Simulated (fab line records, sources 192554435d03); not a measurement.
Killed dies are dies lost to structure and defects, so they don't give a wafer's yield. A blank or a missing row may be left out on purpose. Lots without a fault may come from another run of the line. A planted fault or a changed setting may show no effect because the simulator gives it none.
Chamber matching | flow n5_finfet | N5_DUMMY_GATE_STRIP_40 on rie_diel-04: 4 sister chambers
The step strips in CF4. 4 wafers are shown with their chamber, then 11 later ones without.

WAFERS WITH THEIR CHAMBER
wafer  | chamber | showerhead_plenum_p_Torr (Torr)
L080.5 | 3       | 1.72
L088.2 | 0       | 1.85
L088.5 | 1       | 1.76
L089.1 | 2       | 1.84

WAFERS WITHOUT THEIR CHAMBER
wafer  | showerhead_plenum_p_Torr (Torr)
L089.2 | 1.85
L089.5 | 1.76
L090.3 | 1.85
L090.5 | 1.71
L090.6 | 1.84
L093.1 | 1.71
L093.3 | 1.84
L093.6 | 1.71
L096.3 | 1.75
L096.4 | 1.85
L096.5 | 1.84

WHICH CHAMBER EACH WENT THROUGH
wafer  | from the rows above     | in truth
L089.2 | can't be placed: 0 or 2 | 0
L089.5 | 1                       | 1
L090.3 | can't be placed: 0 or 2 | 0
L090.5 | 3                       | 3
L090.6 | can't be placed: 2 or 0 | 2
L093.1 | 3                       | 3
L093.3 | can't be placed: 2 or 0 | 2
L093.6 | 3                       | 3
L096.3 | 1                       | 1
L096.4 | can't be placed: 0 or 2 | 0
L096.5 | can't be placed: 2 or 0 | 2
Placed correctly: 5 of 11. Can't be placed from these rows: 6 (the true chamber is among the candidates in 6). Placed wrongly: 0.
How it was worked out, from the rows above alone: a wafer's distance from a chamber is the root of the sum, over the readings, of the square of ((its reading less the chamber's mean) divided by the reading's scatter). The wafer belongs to the nearest chamber; if the next one is less than 2 further off, it can't be placed. A chamber's mean is the mean of its shown wafers. The scatter: with one shown wafer a chamber, the root of the mean of the squares of how far each hidden wafer lies from its nearest shown one.
